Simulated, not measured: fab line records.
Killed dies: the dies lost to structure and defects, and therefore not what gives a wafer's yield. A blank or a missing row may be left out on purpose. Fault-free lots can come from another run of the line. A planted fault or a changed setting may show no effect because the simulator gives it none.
fab line records	flow n5Finfet
[record] lots = 24	wafers = 72	lastDay = 18
route steps=1938 shown BEOL_M4@1073 BEOL_M5@1135
lots untouched by any fault: they come from a run of this same line in which no faults occurred
startH: the number of hours between the record's first day and the start of the first shown wafer of the lot	waitH: time in hours since the lot's previous step	" as in the row above	L1.1+2: a single row standing in for several wafers	- either no value or no given start	* or withheld: withheld	< > ~ a bound
route shown NAME@n: a module of which the file shows steps, and the number in the route of the first	usual: mean/standard deviation of fault-free wafers	same: alike in all rows	chamber/n: place in a boat	sites: each site's reading	_std_site: standard deviation across them	_edge_site: outer sites' mean less inner sites'	radiusMm: for every site, how far away it sits from the centre of the wafer	mask NAME#n: copy n	behind: the last tool/chamber to shape the wafer	hold: why the lot was held/for how many hours/how that ended	device: transistor that didn't switch, given as n, p or np	end of line: tests run on the same wafers once the route is complete	step lacking rows: just its recipe	killed: the dies lost at the first sort to structure and to defects; this is not the yield of the wafer	map: dies across one wafer; x = killed, . = not, _ = none there
set.NAME: the setting that was run; set.NAME@STEP: the one run at that earlier step	model.NAME: the simulator's own value behind a step, which no gauge read
one table for each step of the route and one row for each wafer, over a sample of lots
services: a tool's chamber out of use, with start hour (startH, from the record's first day; less than 0 if before it), hours out, and reason
[[steps]]
[step N5_BEOL_M4_OCD_MEAS_38]
[usual] trenchDepthNm = 55.4/0.88
lot.wafer	tool	chamber	startH	waitH	trenchDepthNm
L074.1	ocd-02	-	166.49	-	54.6
L074.4	"	-	"	"	55.7
L074.5	"	-	"	"	56.0
L076.1	ocd-02	-	181.92	-	54.9
L076.3	"	-	"	"	55.3
L076.5	"	-	"	"	54.9
L075.3	ocd-02	-	198.64	-	56.3
L075.5	"	-	"	"	54.9
L075.6	"	-	"	"	56.5
L078.1	ocd-02	-	204.07	-	55.5
L078.4	"	-	"	"	54.4
L078.5	"	-	"	"	54.4
L077.1	ocd-01	-	211.08	-	56.9
L077.5	"	-	"	"	56.4
L077.6	"	-	"	"	56.5
L079.2	ocd-02	-	227.47	-	54.4
L079.4	"	-	"	"	55.7
L079.6	"	-	"	"	55.5
L083.1	ocd-01	-	227.49	-	55.0
L083.2	"	-	"	"	55.6
L083.5	"	-	"	"	55.4
L081.1	ocd-01	-	230.34	-	55.0
L081.2	"	-	"	"	55.3
L081.5	"	-	"	"	55.5
L080.1	ocd-02	-	230.41	-	54.6
L080.2	"	-	"	"	53.9
L080.5	"	-	"	"	54.9
L082.2	ocd-02	-	243.86	-	55.7
L082.4	"	-	"	"	56.4
L082.5	"	-	"	"	56.4
L087.3	ocd-02	-	246.58	-	55.7
L087.5	"	-	"	"	55.6
L087.6	"	-	"	"	55.4
L084.1	ocd-01	-	246.61	-	54.7
L084.4	"	-	"	"	54.0
L084.5	"	-	"	"	53.5
L085.2	ocd-02	-	259.46	-	55.3
L085.5	"	-	"	"	55.7
L085.6	"	-	"	"	56.6
L086.1	ocd-02	-	264.46	-	55.4
L086.3	"	-	"	"	56.1
L086.4	"	-	"	"	57.4
L090.1	ocd-01	-	269.86	-	55.5
L090.4	"	-	"	"	56.2
L090.5	"	-	"	"	54.6
L088.1	ocd-02	-	272.61	-	55.1
L088.2	"	-	"	"	55.5
L088.3	"	-	"	"	53.7
L089.1	ocd-02	-	281.00	-	55.7
L089.4	"	-	"	"	56.7
L089.6	"	-	"	"	55.8
L092.1	ocd-01	-	295.33	-	55.7
L092.4	"	-	"	"	55.5
L092.5	"	-	"	"	56.1
L091.1	ocd-02	-	295.45	-	54.5
L091.4	"	-	"	"	56.6
L091.5	"	-	"	"	54.8
L093.1	ocd-02	-	296.49	-	55.8
L093.4	"	-	"	"	55.8
L093.6	"	-	"	"	55.8
L096.1	ocd-01	-	303.27	-	54.9
L096.3	"	-	"	"	56.1
L096.5	"	-	"	"	54.6
L094.1	ocd-01	-	304.55	-	56.0
L094.5	"	-	"	"	55.9
L094.6	"	-	"	"	54.5
L095.3	ocd-01	-	310.74	-	55.1
L095.5	"	-	"	"	56.0
L095.6	"	-	"	"	55.1
L097.2	ocd-01	-	326.96	-	56.8
L097.4	"	-	"	"	54.9
L097.6	"	-	"	"	56.3
[step N5_BEOL_M4_ANNEAL_89]
[recipe] tempC = 400	timeS = 240	ambient = vacuum
[usual] heaterPowerW = 783/69
lot.wafer	tool	chamber	startH	waitH	heaterPowerW
L074.1	pvdSputter-01	-	168.38	0.0	642
L074.4	"	-	"	"	741
L074.5	"	-	"	"	649
L076.1	pvdSputter-01	-	185.98	0.0	747
L076.3	"	-	"	"	795
L076.5	"	-	"	"	757
L075.3	pvdSputter-02	-	201.11	0.0	845
L075.5	"	-	"	"	842
L075.6	"	-	"	"	753
L078.1	pvdSputter-01	-	207.07	0.0	646
L078.4	"	-	"	"	734
L078.5	"	-	"	"	625
L077.1	pvdSputter-01	-	213.56	0.0	745
L077.5	"	-	"	"	633
L077.6	"	-	"	"	736
L079.2	pvdSputter-03	-	229.45	0.0	724
L079.4	"	-	"	"	887
L079.6	"	-	"	"	840
L083.1	pvdSputter-02	-	229.57	0.0	762
L083.2	"	-	"	"	802
L083.5	"	-	"	"	753
L081.1	pvdSputter-02	-	232.59	0.0	768
L081.2	"	-	"	"	756
L081.5	"	-	"	"	855
L080.1	pvdSputter-03	-	232.97	0.0	791
L080.2	"	-	"	"	801
L080.5	"	-	"	"	866
L082.2	pvdSputter-02	-	246.02	0.0	765
L082.4	"	-	"	"	843
L082.5	"	-	"	"	840
L084.1	pvdSputter-02	-	249.32	0.0	892
L084.4	"	-	"	"	777
L084.5	"	-	"	"	786
L087.3	pvdSputter-03	-	249.90	0.0	733
L087.5	"	-	"	"	746
L087.6	"	-	"	"	805
L085.2	pvdSputter-01	-	261.77	0.0	649
L085.5	"	-	"	"	774
L085.6	"	-	"	"	641
L086.1	pvdSputter-03	-	266.89	0.0	865
L086.3	"	-	"	"	808
L086.4	"	-	"	"	811
L090.1	pvdSputter-03	-	271.97	0.0	821
L090.4	"	-	"	"	729
L090.5	"	-	"	"	799
L088.1	pvdSputter-01	-	274.53	0.0	630
L088.2	"	-	"	"	710
L088.3	"	-	"	"	748
L089.1	pvdSputter-02	-	282.81	0.0	911
L089.4	"	-	"	"	821
L089.6	"	-	"	"	862
L091.1	pvdSputter-01	-	297.74	0.0	627
L091.4	"	-	"	"	791
L091.5	"	-	"	"	764
L092.1	pvdSputter-02	-	297.85	0.0	892
L092.4	"	-	"	"	783
L092.5	"	-	"	"	793
L093.1	pvdSputter-03	-	298.51	0.0	815
L093.4	"	-	"	"	823
L093.6	"	-	"	"	854
L096.1	pvdSputter-03	-	305.24	0.0	885
L096.3	"	-	"	"	831
L096.5	"	-	"	"	836
L094.1	pvdSputter-03	-	307.08	0.0	834
L094.5	"	-	"	"	739
L094.6	"	-	"	"	775
L095.3	pvdSputter-03	-	313.10	0.0	840
L095.5	"	-	"	"	830
L095.6	"	-	"	"	730
L097.2	pvdSputter-02	-	329.76	0.0	777
L097.4	"	-	"	"	779
L097.6	"	-	"	"	923
[step N5_BEOL_M4_SPUTTER_96]
[recipe] material = Cu	targetThkA = 45	tempC = -20	chamberPressurePa = 0.07	powerW = withheld	timeS = 8.29
[usual] throttleValvePct = 29.5/0.78
lot.wafer	tool	chamber	startH	waitH	throttleValvePct
L074.1	pvdSputter-01	-	169.18	0.1	29.6
L074.4	"	-	"	"	28.6
L074.5	"	-	"	"	29.6
L076.1	pvdSputter-01	-	186.78	0.1	28.5
L076.3	"	-	"	"	30.7
L076.5	"	-	"	"	28.4
L075.3	pvdSputter-02	-	201.91	0.1	27.8
L075.5	"	-	"	"	28.0
L075.6	"	-	"	"	30.1
L078.1	pvdSputter-01	-	207.87	0.1	30.1
L078.4	"	-	"	"	29.5
L078.5	"	-	"	"	30.2
L077.1	pvdSputter-01	-	214.36	0.1	28.6
L077.5	"	-	"	"	29.8
L077.6	"	-	"	"	28.4
L079.2	pvdSputter-03	-	230.25	0.1	29.3
L079.4	"	-	"	"	29.7
L079.6	"	-	"	"	28.8
L083.1	pvdSputter-02	-	230.37	0.1	30.6
L083.2	"	-	"	"	29.6
L083.5	"	-	"	"	30.6
L081.1	pvdSputter-02	-	233.39	0.1	29.6
L081.2	"	-	"	"	30.3
L081.5	"	-	"	"	28.1
L080.1	pvdSputter-03	-	233.77	0.1	30.0
L080.2	"	-	"	"	28.6
L080.5	"	-	"	"	29.7
L082.2	pvdSputter-02	-	246.82	0.1	30.4
L082.4	"	-	"	"	28.0
L082.5	"	-	"	"	27.9
L084.1	pvdSputter-02	-	250.12	0.1	29.4
L084.4	"	-	"	"	29.6
L084.5	"	-	"	"	29.8
L087.3	pvdSputter-03	-	250.70	0.1	29.4
L087.5	"	-	"	"	28.9
L087.6	"	-	"	"	30.2
L085.2	pvdSputter-01	-	262.57	0.1	30.1
L085.5	"	-	"	"	30.6
L085.6	"	-	"	"	29.8
L086.1	pvdSputter-03	-	268.11	0.1	29.8
L086.3	"	-	"	"	30.3
L086.4	"	-	"	"	28.8
L090.1	pvdSputter-03	-	272.77	0.1	28.5
L090.4	"	-	"	"	29.4
L090.5	"	-	"	"	30.3
L088.1	pvdSputter-01	-	275.33	0.1	30.0
L088.2	"	-	"	"	29.7
L088.3	"	-	"	"	28.6
L089.1	pvdSputter-02	-	283.61	0.1	29.3
L089.4	"	-	"	"	27.9
L089.6	"	-	"	"	29.3
L091.1	pvdSputter-01	-	298.54	0.1	29.7
L091.4	"	-	"	"	30.5
L091.5	"	-	"	"	30.8
L092.1	pvdSputter-02	-	298.65	0.1	29.5
L092.4	"	-	"	"	30.6
L092.5	"	-	"	"	29.6
L093.1	pvdSputter-03	-	299.31	0.1	30.1
L093.4	"	-	"	"	28.6
L093.6	"	-	"	"	29.5
L096.1	pvdSputter-03	-	306.04	0.1	29.6
L096.3	"	-	"	"	28.6
L096.5	"	-	"	"	28.6
L094.1	pvdSputter-03	-	307.88	0.1	28.7
L094.5	"	-	"	"	29.0
L094.6	"	-	"	"	30.0
L095.3	pvdSputter-03	-	313.90	0.1	28.7
L095.5	"	-	"	"	28.9
L095.6	"	-	"	"	29.5
L097.2	pvdSputter-02	-	330.56	0.1	30.2
L097.4	"	-	"	"	29.8
L097.6	"	-	"	"	29.1
[step N5_BEOL_M5_STRIP_64]
[recipe] chemistry = CF4	resist = SiARC	powerW = 300	biasPowerW = 75	pressureMtorr = 50	cf4FlowSccm = 150	rfFrequencyHz = 6e+07
[usual] drypumpMotorCurrentA = 5.8/0.52	oesProductAu = 0.75/0.085	rfVppV = 271.3/1.6	showerheadPlenumPTorr = 1.80/0.058	throttleValvePct = 13.7/0.3
lot.wafer	tool	chamber	startH	waitH	drypumpMotorCurrentA	oesProductAu	rfHoursCounterH	rfVppV	showerheadPlenumPTorr	throttleValvePct
L074.1	rieDiel-02	3	173.32	0.0	4.7	0.73	183	272.7	1.79	13.8
L074.4	"	2	"	"	5.6	0.74	135	271.7	1.80	13.4
L074.5	"	3	"	"	4.8	0.73	-	269.9	1.79	13.8
L076.1	rieDiel-04	2	190.23	0.0	5.5	0.75	171	271.9	1.87	13.7
L076.3	"	0	"	"	6.1	0.71	183	272.1	1.79	13.8
L076.5	"	0	"	"	6.1	0.71	-	270.1	1.78	13.8
L075.3	rieDiel-04	2	206.54	0.0	5.5	0.74	176	272.8	1.87	13.7
L075.5	"	3	"	"	5.7	0.68	-	269.2	1.70	14.0
L075.6	"	0	"	"	6.1	0.71	-	269.6	1.78	13.7
L078.1	rieDiel-04	2	212.66	0.0	5.5	0.74	179	273.0	1.86	13.7
L078.4	"	1	"	"	6.6	0.75	-	269.4	1.73	13.8
L078.5	"	2	"	"	5.5	0.74	-	272.9	1.86	13.7
L077.1	rieDiel-02	0	219.38	0.0	6.0	0.70	225	271.3	1.77	14.0
L077.5	"	2	"	"	5.6	0.74	-	271.1	1.80	13.4
L077.6	"	3	"	"	4.7	0.72	-	271.4	1.78	13.9
L079.2	rieDiel-05	1	234.52	0.0	6.7	0.69	224	269.5	1.78	14.0
L079.4	"	2	"	"	5.5	0.93	3	270.7	1.77	13.1
L079.6	"	2	"	"	5.5	0.93	-	272.2	1.77	13.1
L083.1	rieDiel-02	1	235.61	0.0	5.9	0.90	25	272.4	1.91	13.2
L083.2	"	2	"	"	5.6	0.73	152	271.5	1.79	13.4
L083.5	"	1	"	"	5.9	0.90	-	272.8	1.91	13.2
L081.1	rieDiel-02	0	238.39	0.0	6.0	0.69	231	270.0	1.77	14.1
L081.2	"	3	"	"	4.8	0.72	205	269.3	1.78	13.9
L081.5	"	0	"	"	6.0	0.70	-	271.4	1.77	14.1
L080.1	rieDiel-05	3	239.35	0.0	5.6	0.70	218	270.6	1.77	14.1
L080.2	"	1	"	"	6.7	0.68	225	271.4	1.78	13.9
L080.5	"	1	"	"	6.7	0.68	-	270.4	1.78	14.0
L082.2	rieDiel-02	2	251.43	0.0	5.6	0.73	157	271.3	1.79	13.5
L082.4	"	0	"	"	6.0	0.69	235	269.6	1.77	14.1
L082.5	"	1	"	"	5.9	0.89	-	273.1	1.91	13.2
L084.1	rieDiel-02	1	254.04	0.0	5.9	0.89	30	273.7	1.91	13.2
L084.4	"	0	"	"	6.0	0.69	235	270.5	1.77	14.1
L084.5	"	0	"	"	6.0	0.69	-	272.4	1.77	14.1
L087.3	rieDiel-02	3	256.86	0.0	4.8	0.71	210	269.8	1.78	13.9
L087.5	"	1	"	"	5.9	0.89	-	273.1	1.91	13.2
L087.6	"	2	"	"	5.6	0.72	-	270.1	1.79	13.5
L085.2	rieDiel-02	3	266.46	0.0	4.7	0.71	213	271.6	1.78	13.9
L085.5	"	0	"	"	6.0	0.68	-	270.0	1.77	14.1
L085.6	"	3	"	"	4.8	0.70	-	272.2	1.78	13.9
L086.1	rieDiel-02	2	272.82	0.0	5.7	0.73	163	271.1	1.79	13.5
L086.3	"	1	"	"	5.9	0.88	36	272.8	1.91	13.2
L086.4	"	3	"	"	4.7	0.71	214	269.7	1.78	13.9
L090.1	rieDiel-05	2	277.31	0.0	5.5	0.89	14	272.0	1.76	13.2
L090.4	"	3	"	"	5.6	0.69	227	271.9	1.77	14.1
L090.5	"	3	"	"	5.6	0.69	-	272.0	1.77	14.2
L088.1	rieDiel-04	0	280.63	0.0	6.1	0.69	212	272.2	1.78	13.8
L088.2	"	1	"	"	6.6	0.73	193	268.7	1.72	13.8
L088.3	"	2	"	"	5.5	0.73	198	274.0	1.86	13.8
L089.1	rieDiel-05	3	289.24	0.0	5.6	0.70	230	272.3	1.77	14.1
L089.4	"	1	"	"	6.7	0.68	239	271.4	1.78	14.0
L089.6	"	3	"	"	5.6	0.70	-	271.7	1.77	14.2
L091.1	rieDiel-05	0	303.36	0.0	5.4	0.66	249	270.8	1.77	13.9
L091.4	"	1	"	"	6.7	0.67	-	271.1	1.78	14.0
L091.5	"	0	"	"	5.4	0.67	-	271.3	1.77	13.9
L092.1	rieDiel-04	0	303.79	0.0	6.2	0.69	219	269.5	1.77	13.8
L092.4	"	2	"	"	5.5	0.72	206	272.5	1.86	13.8
L092.5	"	0	"	"	6.2	0.69	-	271.7	1.78	13.8
L093.1	rieDiel-02	3	303.99	0.0	4.8	0.70	222	270.6	1.77	13.9
L093.4	"	3	"	"	4.8	0.70	-	270.6	1.77	13.9
L093.6	"	1	"	"	5.9	0.88	-	273.0	1.90	13.3
L096.1	rieDiel-04	3	311.69	0.0	5.7	0.90	25	274.6	1.90	13.5
L096.3	"	1	"	"	6.5	0.73	202	269.6	1.72	13.8
L096.5	"	1	"	"	6.6	0.72	-	268.5	1.72	13.8
L094.1	rieDiel-04	1	311.91	0.0	6.6	0.72	202	268.6	1.72	13.8
L094.5	"	0	"	"	6.1	0.69	-	270.3	1.77	13.9
L094.6	"	3	"	"	5.7	0.91	-	274.0	1.90	13.5
L095.3	rieDiel-02	3	318.50	0.0	4.7	0.70	228	271.8	1.77	13.9
L095.5	"	3	"	"	4.8	0.70	-	270.0	1.77	13.9
L095.6	"	2	"	"	5.6	0.71	-	271.8	1.79	13.5
L097.2	rieDiel-04	3	335.82	0.0	5.6	0.89	33	274.7	1.90	13.6
L097.4	"	2	"	"	5.5	0.71	216	271.0	1.85	13.8
L097.6	"	1	"	"	6.7	0.72	-	270.0	1.71	13.9
[step N5_BEOL_M5_ETCH_41]
[recipe] chemistry = CH3F/O2	target = SiCN	targetDepthA = 315	taperDeg = 2	timeS = 56.7	ionEnergyEv = 120	maskMaterial = TiN	pressureMtorr = 30	sourceW = 395	biasW = 75	Ar_flow_sccm = 150	CH3F_flow_sccm = 30	O2_flow_sccm = 20
[usual] drypumpMotorCurrentA = 5.9/0.53	oesProductAu = 0.76/0.096	rfVppV = 297.5/1.6	showerheadPlenumPTorr = 2.00/0.069	throttleValvePct = 16.44/0.26
lot.wafer	tool	chamber	startH	waitH	drypumpMotorCurrentA	oesProductAu	rfHoursCounterH	rfVppV	showerheadPlenumPTorr	throttleValvePct
L074.1	rieDiel-02	2	-	-	5.6	0.75	135	296.0	2.01	16.10
L074.4	"	1	"	"	5.9	0.96	6	298.4	2.14	15.94
L074.5	"	1	"	"	5.9	0.97	-	300.2	2.14	15.92
L076.1	rieDiel-05	3	-	-	5.6	0.72	202	297.7	1.98	16.81
L076.3	"	1	"	"	6.8	0.71	210	296.5	1.98	16.56
L076.5	"	3	"	"	5.6	0.71	-	297.9	1.98	16.82
L075.3	rieDiel-02	1	-	-	5.9	0.94	-	300.0	2.13	15.95
L075.5	"	3	"	"	4.7	0.73	-	297.3	1.99	16.60
L075.6	"	1	"	"	5.9	0.95	-	299.6	2.13	15.92
L078.1	rieDiel-05	1	-	-	6.7	0.70	217	296.4	1.97	16.57
L078.4	"	0	"	"	5.4	0.68	-	296.9	1.97	16.47
L078.5	"	1	"	"	6.7	0.70	-	297.7	1.97	16.58
L077.1	rieDiel-05	3	-	-	5.6	0.71	211	297.0	1.98	16.82
L077.5	"	1	"	"	6.7	0.71	-	297.0	1.97	16.60
L077.6	"	3	"	"	5.6	0.71	-	297.2	1.97	16.84
L083.1	rieDiel-04	3	-	-	5.7	0.99	3	301.3	2.14	16.28
L083.2	"	0	"	"	6.1	0.71	198	296.5	1.99	16.55
L083.5	"	1	"	"	6.6	0.75	-	296.1	1.91	16.48
L079.2	rieDiel-04	0	-	-	6.1	0.71	199	298.0	1.99	16.55
L079.4	"	1	"	"	6.6	0.75	179	295.6	1.91	16.50
L079.6	"	2	"	"	5.5	0.74	-	298.7	2.07	16.39
L081.1	rieDiel-02	0	-	-	6.0	0.69	232	294.7	1.97	16.76
L081.2	"	1	"	"	5.9	0.92	27	301.3	2.13	15.98
L081.5	"	2	"	"	5.6	0.74	-	297.6	2.00	16.14
L080.1	rieDiel-05	3	-	-	5.6	0.69	218	297.5	1.97	16.84
L080.2	"	0	"	"	5.4	0.67	232	298.0	1.97	16.51
L080.5	"	0	"	"	5.4	0.68	-	296.8	1.97	16.50
L082.2	rieDiel-04	1	-	-	6.6	0.75	185	295.7	1.91	16.50
L082.4	"	2	"	"	5.5	0.74	191	299.7	2.07	16.40
L082.5	"	1	"	"	6.6	0.74	-	295.3	1.91	16.50
L084.1	rieDiel-04	0	-	-	6.1	0.71	205	296.3	1.99	16.57
L084.4	"	2	"	"	5.5	0.74	192	298.0	2.07	16.41
L084.5	"	3	"	"	5.6	0.97	-	300.0	2.13	16.30
L087.3	rieDiel-04	1	-	-	6.5	0.74	187	294.3	1.91	16.51
L087.5	"	0	"	"	6.1	0.70	-	296.5	1.99	16.57
L087.6	"	1	"	"	6.6	0.74	-	295.9	1.91	16.49
L085.2	rieDiel-02	1	-	-	5.9	0.90	35	300.3	2.13	15.97
L085.5	"	2	"	"	5.6	0.73	-	295.5	2.00	16.17
L085.6	"	1	"	"	5.9	0.89	-	299.0	2.13	15.96
L086.1	rieDiel-04	1	-	-	6.6	0.73	191	297.1	1.91	16.52
L086.3	"	3	"	"	5.6	0.96	14	301.4	2.13	16.31
L086.4	"	0	"	"	6.1	0.69	210	296.7	1.99	16.58
L090.1	rieDiel-04	3	-	-	5.6	0.94	15	300.2	2.13	16.32
L090.4	"	2	"	"	5.5	0.73	198	299.5	2.06	16.43
L090.5	"	2	"	"	5.5	0.73	-	298.5	2.06	16.43
L088.1	rieDiel-02	1	-	-	5.9	0.89	39	300.0	2.13	15.99
L088.2	"	0	"	"	6.0	0.69	244	297.5	1.97	16.78
L088.3	"	2	"	"	5.6	0.73	166	296.7	2.00	16.18
L089.1	rieDiel-05	2	-	-	5.5	0.90	18	296.5	1.96	15.92
L089.4	"	0	"	"	5.4	0.67	245	296.9	1.96	16.54
L089.6	"	0	"	"	5.4	0.67	-	296.9	1.96	16.54
L091.1	rieDiel-04	2	-	-	5.5	0.74	206	298.1	2.06	16.44
L091.4	"	3	"	"	5.6	0.94	24	299.4	2.13	16.31
L091.5	"	0	"	"	6.1	0.69	-	296.8	1.98	16.60
L092.1	rieDiel-04	0	-	-	6.1	0.69	220	296.8	1.98	16.58
L092.4	"	3	"	"	5.6	0.92	24	299.7	2.13	16.32
L092.5	"	2	"	"	5.5	0.73	-	299.8	2.06	16.43
L093.1	rieDiel-05	0	-	-	5.4	0.67	251	296.5	1.96	16.54
L093.4	"	1	"	"	6.7	0.68	-	297.8	1.96	16.63
L093.6	"	0	"	"	5.4	0.67	-	297.5	1.96	16.55
L096.1	rieDiel-05	2	-	-	5.5	0.88	26	294.7	1.96	15.94
L096.3	"	1	"	"	6.7	0.68	-	298.3	1.96	16.65
L096.5	"	2	"	"	5.5	0.87	-	296.7	1.96	15.94
L094.1	rieDiel-05	1	-	-	6.7	0.67	248	297.5	1.96	16.63
L094.5	"	1	"	"	6.7	0.67	-	296.6	1.96	16.63
L094.6	"	2	"	"	5.5	0.87	-	296.4	1.96	15.95
L095.3	rieDiel-04	2	-	-	5.5	0.72	210	299.9	2.06	16.45
L095.5	"	3	"	"	5.7	0.92	-	300.3	2.13	16.34
L095.6	"	0	"	"	6.2	0.69	-	298.7	1.98	16.59
L097.2	rieDiel-05	3	-	-	5.6	0.68	239	296.8	1.97	16.89
L097.4	"	2	"	"	5.5	0.86	-	296.5	1.95	15.97
L097.6	"	1	"	"	6.8	0.67	-	297.1	1.96	16.65
[step N5_BEOL_M5_DEGAS_44]
[recipe] ambient = vacuum	tempC = 250	timeS = 60
[usual] heaterPowerW = 314/28
lot.wafer	tool	chamber	startH	waitH	heaterPowerW
L074.1	pvdSputter-02	-	176.60	0.4	321
L074.4	"	-	"	"	333
L074.5	"	-	"	"	360
L076.1	pvdSputter-03	-	192.79	0.3	311
L076.3	"	-	"	"	344
L076.5	"	-	"	"	346
L075.3	pvdSputter-01	-	208.72	0.2	309
L075.5	"	-	"	"	285
L075.6	"	-	"	"	295
L078.1	pvdSputter-03	-	214.88	0.3	345
L078.4	"	-	"	"	329
L078.5	"	-	"	"	326
L077.1	pvdSputter-02	-	222.40	0.5	367
L077.5	"	-	"	"	363
L077.6	"	-	"	"	336
L083.1	pvdSputter-03	-	238.31	0.9	323
L083.2	"	-	"	"	352
L083.5	"	-	"	"	341
L079.2	pvdSputter-01	-	238.90	0.9	256
L079.4	"	-	"	"	301
L079.6	"	-	"	"	304
L081.1	pvdSputter-02	-	243.68	3.7	332
L081.2	"	-	"	"	309
L081.5	"	-	"	"	305
L080.1	pvdSputter-02	-	244.70	0.7	316
L080.2	"	-	"	"	298
L080.5	"	-	"	"	298
L082.2	pvdSputter-03	-	253.72	0.4	318
L082.4	"	-	"	"	335
L082.5	"	-	"	"	319
L084.1	pvdSputter-03	-	257.12	0.6	334
L084.4	"	-	"	"	323
L084.5	"	-	"	"	323
L087.3	pvdSputter-01	-	259.91	0.4	254
L087.5	"	-	"	"	257
L087.6	"	-	"	"	307
L085.2	pvdSputter-02	-	270.33	0.3	303
L085.5	"	-	"	"	333
L085.6	"	-	"	"	318
L086.1	pvdSputter-02	-	275.78	0.3	337
L086.3	"	-	"	"	360
L086.4	"	-	"	"	314
L090.1	pvdSputter-02	-	281.14	0.6	338
L090.4	"	-	"	"	311
L090.5	"	-	"	"	307
L088.1	pvdSputter-01	-	285.27	0.5	255
L088.2	"	-	"	"	289
L088.3	"	-	"	"	299
L089.1	pvdSputter-02	-	290.85	0.3	301
L089.4	"	-	"	"	363
L089.6	"	-	"	"	300
L091.1	pvdSputter-01	-	305.24	0.5	289
L091.4	"	-	"	"	253
L091.5	"	-	"	"	296
L092.1	pvdSputter-01	-	305.74	0.5	311
L092.4	"	-	"	"	259
L092.5	"	-	"	"	299
L093.1	pvdSputter-01	-	310.51	1.5	305
L093.4	"	-	"	"	252
L093.6	"	-	"	"	296
L096.1	pvdSputter-02	-	314.31	0.4	323
L096.3	"	-	"	"	361
L096.5	"	-	"	"	300
L094.1	pvdSputter-02	-	314.81	0.3	319
L094.5	"	-	"	"	331
L094.6	"	-	"	"	366
L095.3	pvdSputter-03	-	320.56	0.3	324
L095.5	"	-	"	"	319
L095.6	"	-	"	"	347
L097.2	pvdSputter-01	-	339.48	0.4	286
L097.4	"	-	"	"	292
L097.6	"	-	"	"	284
[[services]]
tool	chamber	startH	hours	kind
pvdSputter-03	-	161.93	6.6	repair
pvdSputter-02	-	185.64	12.6	repair
rieDiel-02	0	202.66	7.8	repair
rieDiel-02	2	206.69	6.6	repair
rieDiel-05	2	209.91	-	clean
rieDiel-05	2	209.91	-	consumableReplace:focusRing
rieDiel-04	3	210.24	-	clean
rieDiel-04	3	210.24	-	consumableReplace:focusRing
rieDiel-04	3	210.24	-	consumableReplace:showerhead
rieDiel-04	3	210.24	16.8	scheduledDown
rieDiel-04	3	210.24	16.8	ventCycle
rieDiel-02	3	267.45	4.0	repair
rieDiel-02	-	275.75	2.8	pm
rieDiel-02	0	303.00	-	clean
rieDiel-02	0	303.00	-	consumableReplace:focusRing
rieDiel-02	0	303.00	19.1	scheduledDown
rieDiel-02	0	303.00	19.1	ventCycle
rieDiel-05	0	325.56	-	clean
rieDiel-05	0	325.56	-	consumableReplace:focusRing
rieDiel-05	0	325.56	16.5	scheduledDown
rieDiel-05	0	325.56	16.5	ventCycle
[[key]]
fault none
